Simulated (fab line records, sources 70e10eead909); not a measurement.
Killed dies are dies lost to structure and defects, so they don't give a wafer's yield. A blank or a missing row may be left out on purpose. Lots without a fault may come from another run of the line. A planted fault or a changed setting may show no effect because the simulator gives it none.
Which tool did it? | flow nand_harc | 24 lots, 72 wafers sampled, at 4 steps of a route of 1159

WHAT THE GAUGES READ, wafer by wafer
NHARC_P_M2_OVL_MEAS_10: pitch 340 nm.
lot  | measured     | on         | overlay_x_nm (nm) | overlay_y_nm (nm)
L074 | day 6 07:28  | overlay-01 | 0.3 -0.1 0.5      | 1.4 0.6 1.2
L075 | day 6 14:51  | overlay-01 | -1.1 -1.1 -0.8    | 0.2 0.1 -0.9
L076 | day 6 10:13  | overlay-02 | 0.0 -0.1 0.4      | -0.1 0.1 0.6
L078 | day 7 04:10  | overlay-02 | 0.6 0.9 1.0       | -0.2 0.0 -0.1
L077 | day 7 05:59  | overlay-02 | -1.0 -0.9 -0.9    | 0.2 -0.6 -0.2
L079 | day 7 14:04  | overlay-02 | 0.2 -0.5 0.3      | -0.5 -0.7 0.0
L080 | day 7 14:48  | overlay-02 | 0.2 -0.1 0.0      | 1.0 1.2 1.3
L081 | day 8 00:14  | overlay-01 | -1.0 -0.2 0.0     | 1.8 1.3 2.0
L082 | day 8 01:22  | overlay-01 | -0.9 -1.7 -1.7    | 0.3 0.5 0.3
L084 | day 8 14:16  | overlay-01 | 1.0 1.3 1.9       | 1.1 0.3 0.4
L083 | day 8 14:56  | overlay-02 | -0.1 -0.6 -0.3    | 1.7 1.1 1.4
L085 | day 8 21:28  | overlay-02 | -0.2 -0.2 -0.6    | -1.3 -0.7 -0.8
L086 | day 9 09:20  | overlay-02 | -0.5 -0.7 -0.6    | -0.3 -0.2 -0.4
L087 | day 9 10:16  | overlay-01 | -0.1 -0.4 0.0     | 0.2 0.4 0.1
L088 | day 10 03:58 | overlay-01 | -1.3 -1.0 -1.8    | -0.2 -0.2 0.1
L089 | day 10 04:14 | overlay-01 | -0.3 0.4 -0.6     | 1.1 1.4 0.7
L090 | day 10 06:17 | overlay-02 | -1.4 -1.8 -0.6    | -1.0 -1.0 0.1
L091 | day 10 12:47 | overlay-02 | -0.9 -0.4 -0.4    | -0.5 -0.6 -0.8
L092 | day 10 19:23 | overlay-01 | -0.5 -0.2 -0.2    | 1.5 1.5 1.4
L093 | day 11 03:36 | overlay-01 | -0.6 -0.7 -0.8    | -0.2 -0.7 -0.6
L094 | day 11 04:41 | overlay-01 | -0.2 0.0 0.2      | 0.1 0.2 0.1
L095 | day 11 10:37 | overlay-02 | 1.9 1.9 2.4       | 0.3 -0.3 -0.2
L096 | day 11 15:23 | overlay-01 | 0.4 1.1 0.5       | 0.6 1.1 0.4
L097 | day 11 14:44 | overlay-02 | 1.3 1.0 1.2       | -1.5 -0.8 -1.4

WHICH TOOL RAN EACH LOT (tool, then ch and the chambers of the sampled wafers, then the start)
lot  | NHARC_P_GATE_ETCH_32             | NHARC_P_GATE_DESCUM_48             | NHARC_P_M0_ETCH_15
L074 | rie_si-03 ch 1,2, day 4 21:13    | rie_diel-11 ch 1,2,3, day 5 08:49  | rie_diel-05 ch 2,3, day 6 07:28 or earlier
L075 | rie_si-02 ch 2,3, day 5 00:56    | rie_diel-13 ch 0,1,2, day 5 14:24  | rie_diel-03 ch 0,3, day 6 14:51 or earlier
L076 | rie_si-06 ch 0,1,2, day 5 01:25  | rie_diel-09 ch 2,3, day 5 13:00    | rie_diel-08 ch 1,2, day 6 10:13 or earlier
L078 | rie_si-06 ch 2,3, day 5 19:40    | rie_diel-11 ch 0,2,3, day 6 07:13  | rie_diel-03 ch 1,3, day 7 04:10 or earlier
L077 | rie_si-03 ch 1,2,3, day 5 20:01  | rie_diel-09 ch 1,3, day 6 09:47    | rie_diel-05 ch 1,3, day 7 05:59 or earlier
L079 | rie_si-06 ch 0,2,3, day 6 01:38  | rie_diel-13 ch 2,3, day 6 12:56    | rie_diel-05 ch 0,2,3, day 7 14:04 or earlier
L080 | rie_si-03 ch 0,1, day 6 02:05    | rie_diel-11 ch 2,3, day 6 13:37    | rie_diel-08 ch 1,2,3, day 7 14:48 or earlier
L081 | rie_si-06 ch 2,3, day 6 13:41    | rie_diel-13 ch 1,3, day 7 01:13    | rie_diel-03 ch 2,3, day 8 00:14 or earlier
L082 | rie_si-03 ch 1,2,3, day 6 13:47  | rie_diel-11 ch 0,2,3, day 7 01:23  | rie_diel-05 ch 0,2,3, day 8 01:22 or earlier
L084 | rie_si-03 ch 0,1,2, day 7 06:25  | rie_diel-13 ch 0,1,3, day 7 17:56  | rie_diel-08 ch 0,2,3, day 8 14:16 or earlier
L083 | rie_si-02 ch 0,1,2, day 7 06:52  | rie_diel-13 ch 0,1,2, day 7 18:17  | rie_diel-08 ch 0,2,3, day 8 14:56 or earlier
L085 | rie_si-06 ch 0,2, day 7 07:16    | rie_diel-09 ch 0,2,3, day 8 00:53  | rie_diel-03 ch 0,2, day 8 21:28 or earlier
L086 | rie_si-02 ch 1,2,3, day 7 23:43  | rie_diel-11 ch 0,1,3, day 8 11:12  | rie_diel-08 ch 2,3, day 9 09:20 or earlier
L087 | rie_si-03 ch 0,1,2, day 7 23:50  | rie_diel-13 ch 0,1,3, day 8 11:21  | rie_diel-03 ch 0,2,3, day 9 10:16 or earlier
L088 | rie_si-06 ch 0,2,3, day 8 13:47  | rie_diel-13 ch 2,3, day 9 01:25    | rie_diel-03 ch 1,2,3, day 10 03:58 or earlier
L089 | rie_si-03 ch 2,3, day 8 14:23    | rie_diel-13 ch 2,3, day 9 01:50    | rie_diel-03 ch 1,2, day 10 04:14 or earlier
L090 | rie_si-03 ch 1,2,3, day 8 20:10  | rie_diel-11 ch 0,2,3, day 9 07:54  | rie_diel-08 ch 2,3, day 10 06:17 or earlier
L091 | rie_si-03 ch 0,1,2, day 9 02:07  | rie_diel-11 ch 0,1,3, day 9 13:43  | rie_diel-05 ch 0,1,3, day 10 12:47 or earlier
L092 | rie_si-03 ch 0,1,2, day 9 09:02  | rie_diel-13 ch 0,2,3, day 9 22:25  | rie_diel-03 ch 1,3, day 10 19:23 or earlier
L093 | rie_si-03 ch 0,2,3, day 9 14:53  | rie_diel-13 ch 1,2, day 10 02:17   | rie_diel-05 ch 0,1,3, day 11 03:36 or earlier
L094 | rie_si-06 ch 0,3, day 9 15:29    | rie_diel-13 ch 1,2,3, day 10 02:52 | rie_diel-08 ch 0,2, day 11 04:41 or earlier
L095 | rie_si-06 ch 0,1,3, day 10 02:02 | rie_diel-11 ch 1,2, day 10 13:28   | rie_diel-08 ch 0,3, day 11 10:37 or earlier
L096 | rie_si-06 ch 0,1,3, day 10 05:23 | rie_diel-09 ch 0,3, day 10 16:52   | rie_diel-03 ch 0,2,3, day 11 15:23 or earlier
L097 | rie_si-03 ch 0,1,2, day 10 05:52 | rie_diel-09 ch 1,2,3, day 10 17:30 | rie_diel-08 ch 0,1,3, day 11 14:44 or earlier
- NHARC_P_GATE_ETCH_32: etches the open film in HBr/Cl2, target depth 150 nm, time 100.1 s.
- NHARC_P_GATE_DESCUM_48: chemistry O2, time 3 s.
- NHARC_P_M0_ETCH_15: etches the open film in C4F8/Ar, target depth 150 nm, overetch 15 nm, time 82.5 s.

WHAT THE TOOLS THEMSELVES READ (means of the sampled wafers that have a number; where no wafer has one, the mark that the record gives instead)
NHARC_P_GATE_ETCH_32.
lot  | tool      | bias_w (W) | drypump_motor_current_A (A) | oes_product_au (a.u.) | throttle_valve_pct (%)
L074 | rie_si-03 | 100.27     | 5.4                         | 0.998                 | 26.409
L075 | rie_si-02 | 100.06     | 5.7                         | 1.004                 | 26.408
L076 | rie_si-06 | 100.03     | 5.4                         | 0.993                 | 26.420
L078 | rie_si-06 | 99.62      | 5.3                         | 0.988                 | 26.403
L077 | rie_si-03 | 99.86      | 5.5                         | 0.992                 | 26.401
L079 | rie_si-06 | 100.10     | 5.7                         | 0.995                 | 26.405
L080 | rie_si-03 | 99.90      | 5.5                         | 0.998                 | 26.400
L081 | rie_si-06 | 99.87      | 5.9                         | 0.996                 | 26.411
L082 | rie_si-03 | 100.19     | 5.5                         | 0.990                 | 26.403
L084 | rie_si-03 | 99.68      | 5.5                         | 1.005                 | 26.403
L083 | rie_si-02 | 100.05     | 6.0                         | 1.005                 | 26.413
L085 | rie_si-06 | 99.99      | 5.4                         | 0.988                 | 26.398
L086 | rie_si-02 | 99.91      | 5.7                         | 1.002                 | 26.404
L087 | rie_si-03 | 100.07     | 5.5                         | 0.995                 | 26.408
L088 | rie_si-06 | 99.95      | 5.6                         | 0.996                 | 26.409
L089 | rie_si-03 | 100.18     | 5.4                         | 0.992                 | 26.409
L090 | rie_si-03 | 100.01     | 5.5                         | 0.994                 | 26.400
L091 | rie_si-03 | 100.13     | 5.5                         | 0.999                 | 26.407
L092 | rie_si-03 | 100.18     | 5.5                         | 1.009                 | 26.404
L093 | rie_si-03 | 100.01     | 5.4                         | 0.998                 | 26.402
L094 | rie_si-06 | 99.91      | 6.0                         | 0.993                 | 26.410
L095 | rie_si-06 | 99.99      | 6.0                         | 1.000                 | 26.412
L096 | rie_si-06 | 100.08     | 6.0                         | 1.002                 | 26.409
L097 | rie_si-03 | 99.84      | 5.5                         | 1.001                 | 26.410

NHARC_P_GATE_DESCUM_48.
lot  | tool        | drypump_motor_current_A (A) | oes_product_au (a.u.) | rf_vpp_V (V) | showerhead_plenum_p_Torr (Torr) | throttle_valve_pct (%)
L074 | rie_diel-11 | 5.4                         | 0.997                 | 57.6         | 1.91                            | 11.307
L075 | rie_diel-13 | 5.9                         | 1.002                 | 57.6         | 1.94                            | 11.315
L076 | rie_diel-09 | 5.6                         | 0.983                 | 57.1         | 1.90                            | 11.315
L078 | rie_diel-11 | 5.7                         | 1.013                 | 57.9         | 1.94                            | 11.312
L077 | rie_diel-09 | 6.4                         | 0.985                 | 58.2         | 1.97                            | 11.316
L079 | rie_diel-13 | 5.8                         | 1.016                 | 58.4         | 1.95                            | 11.309
L080 | rie_diel-11 | 5.7                         | 0.994                 | 57.4         | 1.96                            | 11.310
L081 | rie_diel-13 | 5.8                         | 1.000                 | 57.6         | 1.90                            | 11.315
L082 | rie_diel-11 | 5.7                         | 0.997                 | 58.0         | 1.94                            | 11.317
L084 | rie_diel-13 | 5.6                         | 1.002                 | 57.7         | 1.91                            | 11.316
L083 | rie_diel-13 | 6.0                         | 1.005                 | 57.2         | 1.94                            | 11.306
L085 | rie_diel-09 | 5.5                         | 0.999                 | 58.3         | 1.94                            | 11.315
L086 | rie_diel-11 | 5.4                         | 1.002                 | 57.7         | 1.88                            | 11.313
L087 | rie_diel-13 | 5.6                         | 0.998                 | 57.5         | 1.91                            | 11.311
L088 | rie_diel-13 | 5.7                         | 1.010                 | 58.6         | 1.94                            | 11.305
L089 | rie_diel-13 | 5.8                         | 1.008                 | 58.0         | 1.94                            | 11.316
L090 | rie_diel-11 | 5.7                         | 0.999                 | 58.1         | 1.93                            | 11.312
L091 | rie_diel-11 | 5.4                         | 1.002                 | 58.1         | 1.88                            | 11.304
L092 | rie_diel-13 | 5.6                         | 1.002                 | 58.7         | 1.93                            | 11.321
L093 | rie_diel-13 | 6.1                         | 0.985                 | 57.1         | 1.92                            | 11.309
L094 | rie_diel-13 | 5.8                         | 1.002                 | 56.8         | 1.92                            | 11.308
L095 | rie_diel-11 | 5.8                         | 1.006                 | 58.4         | 1.93                            | 11.318
L096 | rie_diel-09 | 5.6                         | 1.005                 | 57.5         | 1.96                            | 11.308
L097 | rie_diel-09 | 5.9                         | 0.993                 | 57.9         | 1.93                            | 11.312

NHARC_P_M0_ETCH_15.
lot  | tool        | bias_w (W) | oes_product_au (a.u.) | rf_vpp_V (V)
L074 | rie_diel-05 | 298.9      | 0.977                 | 442.8
L075 | rie_diel-03 | 299.5      | 0.966                 | 441.8
L076 | rie_diel-08 | 299.6      | 0.963                 | 441.2
L078 | rie_diel-03 | 299.9      | 0.963                 | 441.7
L077 | rie_diel-05 | 300.0      | 0.973                 | 441.3
L079 | rie_diel-05 | 300.5      | 0.923                 | 443.0
L080 | rie_diel-08 | 299.9      | 0.964                 | 441.2
L081 | rie_diel-03 | 299.6      | 0.950                 | 442.7
L082 | rie_diel-05 | 300.3      | 0.936                 | 442.9
L084 | rie_diel-08 | 300.1      | 0.968                 | 441.9
L083 | rie_diel-08 | 300.1      | 0.972                 | 441.0
L085 | rie_diel-03 | 300.0      | 0.926                 | 444.5
L086 | rie_diel-08 | 299.9      | 0.969                 | 441.5
L087 | rie_diel-03 | 300.0      | 0.928                 | 444.0
L088 | rie_diel-03 | 299.6      | 0.922                 | 441.8
L089 | rie_diel-03 | 299.2      | 0.948                 | 443.3
L090 | rie_diel-08 | 300.5      | 0.980                 | 442.4
L091 | rie_diel-05 | 299.4      | 0.970                 | 441.4
L092 | rie_diel-03 | 299.9      | 0.980                 | 441.4
L093 | rie_diel-05 | 299.8      | 0.956                 | 441.0
L094 | rie_diel-08 | 299.3      | 0.956                 | 441.6
L095 | rie_diel-08 | 301.2      | 0.970                 | 441.2
L096 | rie_diel-03 | 299.6      | 0.961                 | 443.1
L097 | rie_diel-08 | 299.4      | 0.970                 | 441.4

THE ANSWER, worked out from the rows above alone
Rule: what is usual is taken from the lots themselves. Put in order of their means at a reading, lots are off if they are a third of the lots or fewer, leave a main group of 4 or more, and stand apart from it by a gap of 3 or more times the standard deviation of the main group's means; of several such gaps the widest counts. A main group whose means are all the same, to the digits that the tables above print for the reading, isn't used. A lot without any number at a reading at which 4 lots or more have one is off too. The other lots that the step has rows for count as sound. The gauges are gone through in route order, then the tools' own readings, and for those a lot's mean is taken as printed above. The first step at which some lot is off is used, and at that step the reading that is off furthest; a lot without a number counts as furthest.
No lot is off at any reading shown: from this, nothing can be told.

WHAT THE SIMULATOR HAD PUT IN
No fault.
